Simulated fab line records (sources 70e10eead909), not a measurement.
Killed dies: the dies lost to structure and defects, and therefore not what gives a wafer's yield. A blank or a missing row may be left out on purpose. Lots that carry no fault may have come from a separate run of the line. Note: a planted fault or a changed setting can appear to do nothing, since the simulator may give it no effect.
What tool caused it? / flow nand_harc / 39 wafers from 13 lots sampled at 5 of the route's 1302 steps

WHAT THE GAUGES SHOWED, per wafer
NHARC_P_GATE_CD_MEAS_11: the cd target is 1640 nm. Usual: cd_nm reads 1640.1 nm (standard deviation 1.8).
lot=L863; measured=day 4 15:49; on=cd_sem-03; cd_nm (nm)=1640.5 1639.7 1642.4; flag=
lot=L864; measured=day 5 04:19; on=cd_sem-01; cd_nm (nm)=1638.7 1643.8 1640.2; flag=
lot=L867; measured=day 6 16:08; on=cd_sem-01; cd_nm (nm)=1640.8 1639.7 1641.4; flag=
lot=L868; measured=day 7 04:14; on=cd_sem-03; cd_nm (nm)=1641.4 1639.0 1639.2; flag=
lot=L869; measured=day 7 08:23; on=cd_sem-03; cd_nm (nm)=1640.2 1636.8 1637.1; flag=
lot=L870; measured=day 7 19:32; on=cd_sem-02; cd_nm (nm)=1642.8 1638.5 1640.7; flag=
lot=L871; measured=day 8 11:01; on=cd_sem-01; cd_nm (nm)=- - -; flag=OFF
lot=L872; measured=day 8 10:51; on=cd_sem-03; cd_nm (nm)=1635.4 1639.8 1641.4; flag=
lot=L875; measured=day 9 15:38; on=cd_sem-03; cd_nm (nm)=1642.0 1640.7 1641.4; flag=
lot=L882; measured=day 12 17:14; on=cd_sem-03; cd_nm (nm)=1641.6 1643.4 1644.1; flag=
lot=L883; measured=day 12 23:33; on=cd_sem-01; cd_nm (nm)=1638.4 1640.9 1640.4; flag=
lot=L884; measured=day 13 09:48; on=cd_sem-03; cd_nm (nm)=1637.5 1642.9 1640.6; flag=
lot=L885; measured=day 13 22:02; on=cd_sem-02; cd_nm (nm)=1639.8 1644.2 1642.1; flag=

NHARC_P_GATE_CD_MEAS_26: the cd target is 120 nm. Usual: cd_nm reads 120.1 nm (standard deviation 0.62).
lot=L863; measured=day 5 06:51; on=cd_sem-02; cd_nm (nm)=120.8 120.2 119.9; flag=
lot=L864; measured=day 5 21:29; on=cd_sem-01; cd_nm (nm)=119.7 120.1 119.8; flag=
lot=L867; measured=day 7 06:10; on=cd_sem-03; cd_nm (nm)=119.1 120.2 119.6; flag=
lot=L868; measured=day 7 22:17; on=cd_sem-01; cd_nm (nm)=119.5 120.0 119.9; flag=
lot=L869; measured=day 8 00:48; on=cd_sem-03; cd_nm (nm)=119.0 119.8 119.8; flag=
lot=L870; measured=day 8 09:28; on=cd_sem-01; cd_nm (nm)=120.2 120.2 120.2; flag=
lot=L871; measured=day 9 01:01; on=cd_sem-03; cd_nm (nm)=119.5 120.4 120.7; flag=
lot=L872; measured=day 9 01:32; on=cd_sem-03; cd_nm (nm)=120.6 120.9 120.5; flag=
lot=L875; measured=day 10 06:03; on=cd_sem-03; cd_nm (nm)=120.7 120.6 120.5; flag=
lot=L882; measured=day 13 08:56; on=cd_sem-01; cd_nm (nm)=119.7 120.6 120.1; flag=
lot=L883; measured=day 13 13:10; on=cd_sem-01; cd_nm (nm)=119.3 118.7 118.6; flag=
lot=L884; measured=day 13 23:41; on=cd_sem-02; cd_nm (nm)=120.9 119.8 120.5; flag=
lot=L885; measured=day 14 12:26; on=cd_sem-01; cd_nm (nm)=121.2 121.0 121.5; flag=

EACH LOT AND THE TOOL THAT RAN IT (in order: tool; ch and the chambers of the sampled wafers; start)
lot=L863; NHARC_P_STI_ETCH_15=rie_si-03 ch 0,1,2, day 3 05:23; NHARC_P_GATE_EXPOSE_08=krf_scanner-01 ch 0, day 4 15:39; NHARC_P_GATE_DEP_103=pecvd-03 ch 0,1,2, day 5 06:13
lot=L864; NHARC_P_STI_ETCH_15=rie_si-01 ch 0,1,2, day 3 16:52; NHARC_P_GATE_EXPOSE_08=krf_scanner-04 ch 0, day 5 04:10; NHARC_P_GATE_DEP_103=pecvd-02 ch 1,2, day 5 20:55
lot=L867; NHARC_P_STI_ETCH_15=rie_si-03 ch 0,1, day 5 00:58; NHARC_P_GATE_EXPOSE_08=krf_scanner-03 ch 0, day 6 15:59; NHARC_P_GATE_DEP_103=pecvd-01 ch 0,1, day 7 05:29
lot=L868; NHARC_P_STI_ETCH_15=rie_si-03 ch 0,1,3, day 5 09:58; NHARC_P_GATE_EXPOSE_08=krf_scanner-04 ch 0, day 7 04:05; NHARC_P_GATE_DEP_103=pecvd-01 ch 0,1, day 7 21:37
lot=L869; NHARC_P_STI_ETCH_15=rie_si-01 ch 1,2,3, day 5 18:02; NHARC_P_GATE_EXPOSE_08=krf_scanner-01 ch 0, day 7 08:14; NHARC_P_GATE_DEP_103=pecvd-01 ch 0,2, day 8 00:09
lot=L870; NHARC_P_STI_ETCH_15=rie_si-03 ch 0,3, day 6 03:38; NHARC_P_GATE_EXPOSE_08=krf_scanner-04 ch 0, day 7 19:23; NHARC_P_GATE_DEP_103=pecvd-02 ch 0,2, day 8 08:44
lot=L871; NHARC_P_STI_ETCH_15=rie_si-05 ch 0,2,3, day 6 17:52; NHARC_P_GATE_EXPOSE_08=krf_scanner-01 ch 0, day 8 10:51; NHARC_P_GATE_DEP_103=pecvd-02 ch 1,2, day 9 00:22
lot=L872; NHARC_P_STI_ETCH_15=rie_si-03 ch 1,2,3, day 7 02:40; NHARC_P_GATE_EXPOSE_08=krf_scanner-03 ch 0, day 8 10:41; NHARC_P_GATE_DEP_103=pecvd-02 ch 0,1,2, day 9 01:02
lot=L875; NHARC_P_STI_ETCH_15=rie_si-03 ch 0,2,3, day 8 06:19; NHARC_P_GATE_EXPOSE_08=krf_scanner-01 ch 0, day 9 15:28; NHARC_P_GATE_DEP_103=pecvd-03 ch 0,2, day 10 05:24
lot=L882; NHARC_P_STI_ETCH_15=rie_si-05 ch 0,2,3, day 11 04:05; NHARC_P_GATE_EXPOSE_08=krf_scanner-03 ch 0, day 12 17:05; NHARC_P_GATE_DEP_103=pecvd-02 ch 1,2, day 13 08:16
lot=L883; NHARC_P_STI_ETCH_15=rie_si-01 ch 0,1,3, day 11 14:17; NHARC_P_GATE_EXPOSE_08=krf_scanner-03 ch 0, day 12 23:24; NHARC_P_GATE_DEP_103=pecvd-03 ch 0,1,2, day 13 12:37
lot=L884; NHARC_P_STI_ETCH_15=rie_si-01 ch 2,3, day 11 23:13; NHARC_P_GATE_EXPOSE_08=krf_scanner-04 ch 0, day 13 09:39; NHARC_P_GATE_DEP_103=pecvd-02 ch 0,2, day 13 22:59
lot=L885; NHARC_P_STI_ETCH_15=rie_si-05 ch 1,2,3, day 12 11:25; NHARC_P_GATE_EXPOSE_08=krf_scanner-04 ch 0, day 13 21:53; NHARC_P_GATE_DEP_103=pecvd-02 ch 0,1,2, day 14 11:46
- NHARC_P_STI_ETCH_15: etches the open film in HBr/Cl2, target depth 300 nm, time 100.1 s.
- NHARC_P_GATE_EXPOSE_08: exposes mask P HV.
- NHARC_P_GATE_DEP_103: deposits SiON, target thk 30 nm.

AS READ BY THE TOOLS THEMSELVES (means over the sampled wafers that have a number; for cases with no such wafer, the mark the record gives instead)
NHARC_P_STI_ETCH_15. Usual: drypump_motor_current_A 5.7 A, standard deviation 0.51; oes_product_au 0.998 a.u., standard deviation 0.012; throttle_valve_pct 26.405 %, standard deviation 0.0096.
lot=L863; tool=rie_si-03; drypump_motor_current_A (A)=5.6; oes_product_au (a.u.)=0.997; throttle_valve_pct (%)=26.395; flag=
lot=L864; tool=rie_si-01; drypump_motor_current_A (A)=5.8; oes_product_au (a.u.)=0.995; throttle_valve_pct (%)=26.409; flag=
lot=L867; tool=rie_si-03; drypump_motor_current_A (A)=5.4; oes_product_au (a.u.)=1.002; throttle_valve_pct (%)=26.403; flag=
lot=L868; tool=rie_si-03; drypump_motor_current_A (A)=5.5; oes_product_au (a.u.)=1.013; throttle_valve_pct (%)=26.406; flag=
lot=L869; tool=rie_si-01; drypump_motor_current_A (A)=5.8; oes_product_au (a.u.)=0.981; throttle_valve_pct (%)=26.410; flag=
lot=L870; tool=rie_si-03; drypump_motor_current_A (A)=5.4; oes_product_au (a.u.)=1.009; throttle_valve_pct (%)=26.411; flag=
lot=L871; tool=rie_si-05; drypump_motor_current_A (A)=5.5; oes_product_au (a.u.)=0.993; throttle_valve_pct (%)=26.407; flag=
lot=L872; tool=rie_si-03; drypump_motor_current_A (A)=5.8; oes_product_au (a.u.)=1.009; throttle_valve_pct (%)=26.412; flag=
lot=L875; tool=rie_si-03; drypump_motor_current_A (A)=5.5; oes_product_au (a.u.)=1.000; throttle_valve_pct (%)=26.410; flag=
lot=L882; tool=rie_si-05; drypump_motor_current_A (A)=5.5; oes_product_au (a.u.)=0.994; throttle_valve_pct (%)=26.406; flag=
lot=L883; tool=rie_si-01; drypump_motor_current_A (A)=5.6; oes_product_au (a.u.)=0.988; throttle_valve_pct (%)=26.407; flag=
lot=L884; tool=rie_si-01; drypump_motor_current_A (A)=6.3; oes_product_au (a.u.)=0.976; throttle_valve_pct (%)=26.408; flag=
lot=L885; tool=rie_si-05; drypump_motor_current_A (A)=5.8; oes_product_au (a.u.)=1.008; throttle_valve_pct (%)=26.398; flag=

NHARC_P_GATE_DEP_103. Usual: heater_power_w reads 756 W (standard deviation 110).
lot=L863; tool=pecvd-03; heater_power_w (W)=712; flag=
lot=L864; tool=pecvd-02; heater_power_w (W)=749; flag=
lot=L867; tool=pecvd-01; heater_power_w (W)=926; flag=
lot=L868; tool=pecvd-01; heater_power_w (W)=923; flag=
lot=L869; tool=pecvd-01; heater_power_w (W)=844; flag=
lot=L870; tool=pecvd-02; heater_power_w (W)=748; flag=
lot=L871; tool=pecvd-02; heater_power_w (W)=735; flag=
lot=L872; tool=pecvd-02; heater_power_w (W)=714; flag=
lot=L875; tool=pecvd-03; heater_power_w (W)=734; flag=
lot=L882; tool=pecvd-02; heater_power_w (W)=790; flag=
lot=L883; tool=pecvd-03; heater_power_w (W)=720; flag=
lot=L884; tool=pecvd-02; heater_power_w (W)=740; flag=
lot=L885; tool=pecvd-02; heater_power_w (W)=751; flag=

THE ANSWER, worked out from the rows above alone
Rule: take the mean of a lot's wafers that have a number; if it is more than 3 standard deviations from the usual mean, the lot is off. Also off: a lot with no number at a reading for which 4 or more lots have one. Any other lot the step has rows for is counted as sound. First the gauges in route order, then the tools' own readings, where a lot's mean is used as printed above. The first step at which some lot is off is used, and at that step the reading that is off furthest; a lot without a number counts as furthest.
Off at NHARC_P_GATE_CD_MEAS_11 (cd_nm): L871. Without a number there: L871.
A tool fits if, at a process step before that reading, it ran every lot that is off, and no sound lot after the first of them. The gauges at NHARC_P_GATE_CD_MEAS_11 are tried like those tools. No candidate that was tried fits.

WHAT WAS PUT IN BY THE SIMULATOR
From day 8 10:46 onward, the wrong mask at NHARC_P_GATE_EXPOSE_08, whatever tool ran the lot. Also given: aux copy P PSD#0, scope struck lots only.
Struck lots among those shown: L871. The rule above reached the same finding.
